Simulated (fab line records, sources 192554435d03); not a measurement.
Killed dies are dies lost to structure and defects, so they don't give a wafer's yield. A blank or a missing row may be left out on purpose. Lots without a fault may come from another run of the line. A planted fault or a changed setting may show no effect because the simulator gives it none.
Which tool did it? | flow n5_finfet | 10 lots, 29 wafers sampled, at 5 steps of a route of 1938

WHAT THE GAUGES READ, wafer by wafer
N5_BEOL_M4_RC_MEAS_101.
lot  | measured     | on        | DIBL_N (mV/V)  | DIBL_P (mV/V)  | IOFF_N (nA/um) | IOFF_P (nA/um) | ION_N (uA/um) | ION_P (uA/um) | SS_N (mV/dec)  | SS_P (mV/dec)  | VT_N (mV)   | VT_P (mV)
L140 | day 10 11:35 | prober-02 | 37.2 40.6 39.5 | 37.7 42.3 40.8 | 0.14 0.24 0.20 | 0.20 0.28 0.25 | 667 706 685   | 462 478 465   | 71.1 72.4 72.2 | 73.0 74.4 74.3 | 253 241 248 | -253 -245 -247
L142 | day 10 20:36 | prober-02 | 34.7 36.8 32.4 | 35.1 38.1 33.0 | 0.13 0.17 0.10 | 0.16 0.21 0.15 | 675 687 657   | 459 468 460   | 70.9 71.0 70.7 | 73.1 73.9 71.7 | 255 249 254 | -254 -252 -254
L144 | day 11 17:02 | prober-02 | 35.0 42.0 34.9 | 34.2 43.0 33.9 | 0.13 0.28 0.13 | 0.15 0.29 0.16 | 644 704 676   | 440 470 457   | 71.1 73.0 71.1 | 72.1 74.2 73.0 | 253 241 249 | -258 -251 -253
L143 | day 11 21:37 | prober-01 | 39.1 37.9 34.6 | 39.4 39.1 33.8 | 0.21 0.18 0.12 | 0.24 0.23 0.17 | 694 666 664   | 469 461 457   | 72.9 72.4 70.8 | 74.1 73.7 73.6 | 247 250 255 | -248 -251 -254
L145 | day 11 10:42 | prober-02 | 35.6 36.0 32.7 | 36.7 35.2 32.9 | 0.16 0.15 0.11 | 0.20 0.17 0.16 | 667 651 653   | 461 445 454   | 71.5 72.3 70.0 | 73.4 73.0 73.2 | 247 253 254 | -250 -253 -254
L146 | day 11 12:14 | prober-01 | 36.6 36.9      | 35.0 35.7      | 0.16 0.18      | 0.21 0.22      | 691 697       | 467 473       | 71.0 71.7      | 73.7 73.7      | 253 249     | -253 -250
L147 | day 12 06:16 | prober-01 | 37.4 37.1 35.6 | 37.5 36.5 34.6 | 0.16 0.14 0.12 | 0.22 0.21 0.18 | 680 658 665   | 464 465 464   | 71.7 72.3 71.1 | 73.9 73.2 72.7 | 251 254 255 | -249 -248 -251
L150 | day 13 00:13 | prober-01 | 38.7 38.1 36.4 | 38.6 38.9 36.6 | 0.21 0.21 0.16 | 0.25 0.25 0.21 | 703 696 677   | 473 480 455   | 71.7 71.5 70.9 | 74.1 73.7 73.3 | 243 244 248 | -249 -248 -250
L154 | day 13 11:56 | prober-01 | 37.2 33.4 35.6 | 36.8 33.5 34.8 | 0.19 0.13 0.16 | 0.27 0.20 0.23 | 692 670 662   | 484 467 469   | 72.1 70.7 71.8 | 74.2 73.6 73.9 | 245 251 249 | -244 -249 -244
L155 | day 14 11:39 | prober-01 | 36.8 39.7 41.3 | 35.2 40.8 41.4 | 0.14 0.23 0.27 | 0.17 0.27 0.28 | 642 699 686   | 446 477 459   | 71.7 72.2 73.6 | 73.2 73.9 74.2 | 255 247 246 | -254 -245 -251

WHICH TOOL RAN EACH LOT (tool, then ch and the chambers of the sampled wafers, then the start)
lot  | N5_BEOL_M1_SPUTTER_94        | N5_BEOL_M1_PRE_CLEAN_60         | N5_BEOL_M2_COAT_05                | N5_BEOL_M2_ETCH_74
L140 | pvd_sputter-02, day 7 04:17  | cvd_co-01 ch 1,2, day 7 05:20   | litho_track-03 ch 0, day 7 05:59  | rie_diel-05 ch 1,2,3, day 7 06:26
L142 | pvd_sputter-03, day 7 11:38  | cvd_co-02 ch 0,1,2, day 7 12:41 | litho_track-05 ch 0, day 7 15:54  | rie_diel-01 ch 0,1,3, day 7 16:25
L144 | pvd_sputter-02, day 8 12:55  | cvd_co-01 ch 0,1, day 8 14:06   | litho_track-04 ch 0, day 8 16:07  | rie_diel-01 ch 0,1, day 8 16:56
L143 | pvd_sputter-03, day 8 18:29  | cvd_co-01 ch 0,2, day 8 19:31   | litho_track-03 ch 0, day 8 20:48  | rie_diel-04 ch 0,2, day 8 21:21
L145 | pvd_sputter-02, day 8 18:34  | cvd_co-01 ch 0,1,2, day 8 19:38 | litho_track-04 ch 0, day 8 20:50  | rie_diel-05 ch 1,2, day 8 21:35
L146 | pvd_sputter-02, day 8 20:27  | cvd_co-02 ch 2, day 8 21:37     | litho_track-03 ch 0, day 8 23:52  | rie_diel-05 ch 1,2, day 9 00:25
L147 | pvd_sputter-03, day 9 02:17  | cvd_co-01 ch 1,2, day 9 03:26   | litho_track-03 ch 0, day 9 05:35  | rie_diel-04 ch 0,3, day 9 06:01
L150 | pvd_sputter-02, day 9 19:49  | cvd_co-01 ch 0,1,2, day 9 20:52 | litho_track-03 ch 0, day 9 21:55  | rie_diel-01 ch 1,2,3, day 9 22:22
L154 | pvd_sputter-03, day 11 04:55 | cvd_co-02 ch 1,2, day 11 05:58  | litho_track-03 ch 0, day 11 06:33 | rie_diel-04 ch 0,2,3, day 11 06:58
L155 | pvd_sputter-02, day 11 13:23 | cvd_co-01 ch 1,2, day 11 14:25  | litho_track-03 ch 0, day 11 15:44 | rie_diel-01 ch 1,2, day 11 16:20
- N5_BEOL_M1_SPUTTER_94: material Cu, target thk 4.5 nm, time 8.29 s.
- N5_BEOL_M1_PRE_CLEAN_60: time 15 s.
- N5_BEOL_M2_COAT_05: resist thk 30 nm.
- N5_BEOL_M2_ETCH_74: etches underlayer in N2/H2, target depth 6.5 nm, time 5.2 s.

WHAT THE TOOLS THEMSELVES READ (means of the sampled wafers that have a number; where no wafer has one, the mark that the record gives instead)
N5_BEOL_M1_SPUTTER_94.
lot  | tool           | throttle_valve_pct (%)
L140 | pvd_sputter-02 | 29.9
L142 | pvd_sputter-03 | 29.0
L144 | pvd_sputter-02 | 29.3
L143 | pvd_sputter-03 | 29.7
L145 | pvd_sputter-02 | 29.7
L146 | pvd_sputter-02 | 29.7
L147 | pvd_sputter-03 | 28.6
L150 | pvd_sputter-02 | 29.8
L154 | pvd_sputter-03 | 30.0
L155 | pvd_sputter-02 | 29.5

N5_BEOL_M1_PRE_CLEAN_60.
lot  | tool      | heater_power_w (W)
L140 | cvd_co-01 | 86
L142 | cvd_co-02 | 77
L144 | cvd_co-01 | 75
L143 | cvd_co-01 | 71
L145 | cvd_co-01 | 82
L146 | cvd_co-02 | 62
L147 | cvd_co-01 | 95
L150 | cvd_co-01 | 81
L154 | cvd_co-02 | 74
L155 | cvd_co-01 | 96

N5_BEOL_M2_COAT_05.
lot  | tool           | spin_speed_rpm (rpm)
L140 | litho_track-03 | 1500.1
L142 | litho_track-05 | 1499.7
L144 | litho_track-04 | 1499.2
L143 | litho_track-03 | 1500.1
L145 | litho_track-04 | 1499.9
L146 | litho_track-03 | 1499.8
L147 | litho_track-03 | 1500.4
L150 | litho_track-03 | 1499.9
L154 | litho_track-03 | 1373.2
L155 | litho_track-03 | 1373.3

N5_BEOL_M2_ETCH_74.
lot  | tool        | bias_w (W) | drypump_motor_current_A (A) | etch_rf_on_time_s (s) | oes_product_au (a.u.) | rf_vpp_V (V) | showerhead_plenum_p_Torr (Torr) | throttle_valve_pct (%)
L140 | rie_diel-05 | 150.2      | 5.6                         | 5.24                  | 0.63                  | 523.4        | 2.49                            | 17.73
L142 | rie_diel-01 | 149.9      | 5.7                         | 5.21                  | 0.65                  | 524.7        | 2.57                            | 17.79
L144 | rie_diel-01 | 149.8      | 6.1                         | 5.13                  | 0.62                  | 527.1        | 2.62                            | 17.88
L143 | rie_diel-04 | 150.3      | 5.8                         | 5.09                  | 0.70                  | 524.3        | 2.57                            | 17.71
L145 | rie_diel-05 | 150.0      | 5.6                         | 5.21                  | 0.62                  | 525.3        | 2.56                            | 17.76
L146 | rie_diel-05 | 150.1      | 5.8                         | 5.12                  | 0.64                  | 526.0        | 2.55                            | 17.85
L147 | rie_diel-04 | 150.6      | 5.7                         | 5.13                  | 0.66                  | 524.4        | 2.52                            | 17.66
L150 | rie_diel-01 | 150.2      | 5.3                         | 5.22                  | 0.64                  | 524.4        | 2.55                            | 17.96
L154 | rie_diel-04 | 150.3      | 5.6                         | 5.04                  | 0.68                  | 523.7        | 2.52                            | 17.78
L155 | rie_diel-01 | 149.9      | 5.3                         | 5.25                  | 0.61                  | 524.7        | 2.59                            | 18.19

THE ANSWER, worked out from the rows above alone
Rule: what is usual is taken from the lots themselves. Put in order of their means at a reading, lots are off if they are a third of the lots or fewer, leave a main group of 4 or more, and stand apart from it by a gap of 3 or more times the standard deviation of the main group's means; of several such gaps the widest counts. A main group whose means are all the same, to the digits that the tables above print for the reading, isn't used. A lot without any number at a reading at which 4 lots or more have one is off too. The other lots that the step has rows for count as sound. The gauges are gone through in route order, then the tools' own readings, and for those a lot's mean is taken as printed above. The first step at which some lot is off is used, and at that step the reading that is off furthest; a lot without a number counts as furthest.
Off: L154, L155, at N5_BEOL_M2_COAT_05 (spin_speed_rpm). The main group: mean 1499.9 rpm, standard deviation 0.33.
A tool fits if, at that step or a process step before it, it ran every lot that is off, and no sound lot after the first of them. One fits: litho_track-03 at N5_BEOL_M2_COAT_05. Its last sound lot is L150 (day 9 21:55), its first lot that is off L154 (day 11 06:33): a fault that began between those two fits.
The tool's own readings at N5_BEOL_M2_COAT_05 bear it out: on the lots that are off they differ by more than 5 times the standard deviation of the sound lots' means. spin_speed_rpm reads 1373.2 rpm there against 1499.9 rpm on the sound lots.

WHAT THE SIMULATOR HAD PUT IN
Process parameter drift: litho_track-03, from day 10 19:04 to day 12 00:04, at N5_BEOL_M2_COAT_05. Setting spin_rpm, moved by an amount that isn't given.
Lots struck among those shown: L154, L155. The rule above found the same.
